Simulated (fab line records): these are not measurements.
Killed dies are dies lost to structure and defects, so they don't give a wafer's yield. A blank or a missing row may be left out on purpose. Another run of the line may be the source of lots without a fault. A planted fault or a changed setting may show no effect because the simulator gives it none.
Chamber matching ; flow n5 finfet ; N5_BEOL_M1_ALD_98 on ald sin-02 has 4 sister chambers
The step deposits SiO2, target thk 2.5 nm, pulse time 1 s, co reactant pulse time 1 s. 8 wafers are shown with their chamber, then 9 later ones without.

## EACH WAFER AND ITS CHAMBER
wafer;chamber;heater power w (W);precursor pulse height rel
L077.3;2;86;1.023
L077.6;0;80;1.029
L079.3;2;82;0.984
L081.2;0;78;0.998
L081.6;3;80;1.004
L086.2;1;77;1.005
L086.3;3;82;1.031
L086.6;1;78;0.965

## WAFERS WHOSE CHAMBER IS MISSING
wafer;heater power w (W);precursor pulse height rel
L087.2;81;1.011
L087.3;77;0.983
L087.5;78;0.989
L090.2;79;0.979
L090.3;78;0.984
L090.5;77;1.022
L095.2;78;0.986
L095.4;80;1.017
L095.6;84;0.958

## THE CHAMBER EACH PASSED THROUGH
wafer;from the rows above;in truth
L087.2;can't be placed: 3 or 0 or 2 or 1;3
L087.3;can't be placed: 1 or 0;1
L087.5;can't be placed: 1 or 0 or 3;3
L090.2;can't be placed: 1 or 0 or 3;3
L090.3;can't be placed: 1 or 0 or 3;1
L090.5;can't be placed: 0 or 1 or 3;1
L095.2;can't be placed: 1 or 0 or 3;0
L095.4;can't be placed: 3 or 0 or 1 or 2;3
L095.6;can't be placed: 2 or 3 or 0 or 1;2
Correct placement for 0 of the 9. Unplaceable from these rows: 9, with the true chamber sitting among the candidates in 9. Placed wrongly: 0.
How it was worked out, from the rows above alone: a wafer's distance from a chamber is the root of the sum, over the readings, of the square of ((its reading less the chamber's mean) divided by the reading's scatter). If the next closest chamber is less than 2 further off than the closest, the wafer can't be placed; otherwise it belongs to the closest. For every chamber, the mean is computed from those of its wafers that are shown. The scatter: take each reading less its chamber's mean, square it, sum over the shown wafers, divide by the number of wafers less the number of chambers, and take the root.
